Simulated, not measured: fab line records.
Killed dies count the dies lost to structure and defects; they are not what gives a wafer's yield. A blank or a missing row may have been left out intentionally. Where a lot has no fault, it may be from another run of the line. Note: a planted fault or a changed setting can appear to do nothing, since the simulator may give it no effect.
A struck lot beside a sound one / flow nand harc / 15 out of 1159 route steps
Sound: these wafers, L406.2, L406.3, L406.5. Struck: wafers L423.4, L423.5, L423.6. The cause is named last.
Order at every step that has rows: each side's tool, ch and its chambers, its first start. Under that, the readings that differ: sound wafers / struck wafers / difference of the means / sigmas: that difference in standard deviations of wafers without a fault.
alike: a reading whose means differ by less than 2 such deviations, as well as words and numbers matching on both sides. not compared: withheld readings; readings where some wafer has no value; bounds like >300 that might hide an equal value; numbers whose values overlap and for which the record gives no deviation.
The two part at a step that has a row with sigmas, a row that says differs or no value, or rows on one side only. When numbers do not overlap yet have no deviation, they are printed without sigmas and do not part them. A reading that every wafer of one side lacks parts them only if that side has two wafers or more.

first, 1 step without rows for these wafers: NHARC_A_CONTACT_ETCH_78 (etches the open film in O2/COS, target depth 2800 nm, time 728 s).
NHARC_A_CONTACT_ETCH_124: etches the open film in C4F8/O2/Ar, time 140 s, target depth 700 nm.
  sound on har cap etch-03 ch 0,1, day 16 20:47; struck on har cap etch-02 ch 0,1, day 21 07:51
  not compared: rf hours counter h
NHARC_A_CONTACT_ETCH_125: etches the open film in C4F8/O2/Ar, time 155 s, target depth 956 nm.
  sound on har cap etch-03 ch 0,1, day 16 20:59; struck on har cap etch-02 ch 0,1, day 21 08:02
  not compared: rf hours counter h
then, 5 steps without rows for these wafers: NHARC_A_CONTACT_ETCH_126 (etches the open film in C4F8/O2/Ar, time 155 s, target depth 956 nm); NHARC_A_CONTACT_ETCH_127 (etches the open film in C4F8/O2/Ar, time 155 s, target depth 956 nm); NHARC_A_CONTACT_ETCH_128 (etches the open film in C4F8/O2/Ar, time 155 s, target depth 956 nm); NHARC_A_CONTACT_ETCH_129 (etches the open film in C4F8/O2/Ar, time 155 s, target depth 956 nm); NHARC_A_CONTACT_ETCH_130 (etches the open film in C4F8/O2/Ar, time 155 s, target depth 956 nm).
NHARC_A_CONTACT_ETCH_131: etches the open film in C4F8/O2/Ar, time 155 s, target depth 956 nm.
  sound on har cap etch-03 ch 0,1, day 16 21:50; struck on har cap etch-02 ch 0,1, day 21 08:53
  not compared: rf hours counter h
NHARC_A_CONTACT_ETCH_132: etches the open film in C4F8/O2/Ar, time 156 s, target depth 958 nm.
  sound on har cap etch-03 ch 0,1, day 16 21:59; struck on har cap etch-02 ch 0,1, day 21 09:01
  not compared: rf hours counter h
then, 1 step without rows for these wafers: NHARC_A_CONTACT_ETCH_133 (etches the open film in C4F8/O2/Ar, time 195 s, target depth 840 nm).
NHARC_A_CONTACT_ETCH_91: etches the open film in CH3F/O2, target depth 40 nm, time 85.7 s.
  sound on rie diel-04 ch 0,1,2, day 16 22:41; struck on rie diel-04 ch 0,1, day 21 09:41
  alike: drypump motor current A, mfc ar sccm, oes product au, rf fwd power W, rf vpp V, showerhead plenum p Torr, throttle valve pct
  not compared: rf hours counter h
NHARC_A_CONTACT_ETCH_97: etches the open film in C4F6/O2, target depth 20 nm, time 10 s.
  sound on rie diel-04 ch 0,1,2, day 16 22:49; struck on rie diel-04 ch 2,3, day 21 09:49
reading=oes product au (a.u.); sound=0.955 0.937 0.958; struck=0.740 0.718 0.738; difference=-0.218; sigmas=-11
  alike: drypump motor current A, mfc ar sccm, rf fwd power W, rf vpp V, showerhead plenum p Torr, throttle valve pct
  not compared: rf hours counter h
NHARC_A_CONTACT_CD_MEAS_80:
  sound on cd sem-01, day 16 22:55; struck on cd sem-01, day 21 09:55
reading=cd nm (nm); sound=188.1 187.9 187.5; struck=189.6 190.4 189.8; difference=+2.1; sigmas=+3
-- jump in the record: it breaks off in module A_CONTACT and resumes in module END (first step shown: number 1159 of the route), and 3 days separate the struck wafers' starts before and after --
NHARC_END_SORT_01:
  sound on prober-01 ch 0, day 19 17:28; struck on prober-02 ch 0, day 24 11:20
reading=killed at array; sound=16 30 24; struck=676 675 674; difference=+652; sigmas=+59
reading=killed dies; sound=21 35 29; struck=677 677 677; difference=+649; sigmas=+59
reading=killed short; sound=2 6 3; struck=0 0 1; difference=-3; sigmas=-2
  alike: killed at other, killed at periphery, killed open

== WHERE THEY PART ==
First at NHARC_A_CONTACT_ETCH_97; last, within this record, at NHARC_END_SORT_01.

WHY: the cause the simulator had injected
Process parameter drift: rie diel-04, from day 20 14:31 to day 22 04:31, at NHARC_A_CONTACT_ETCH_97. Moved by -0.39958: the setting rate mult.
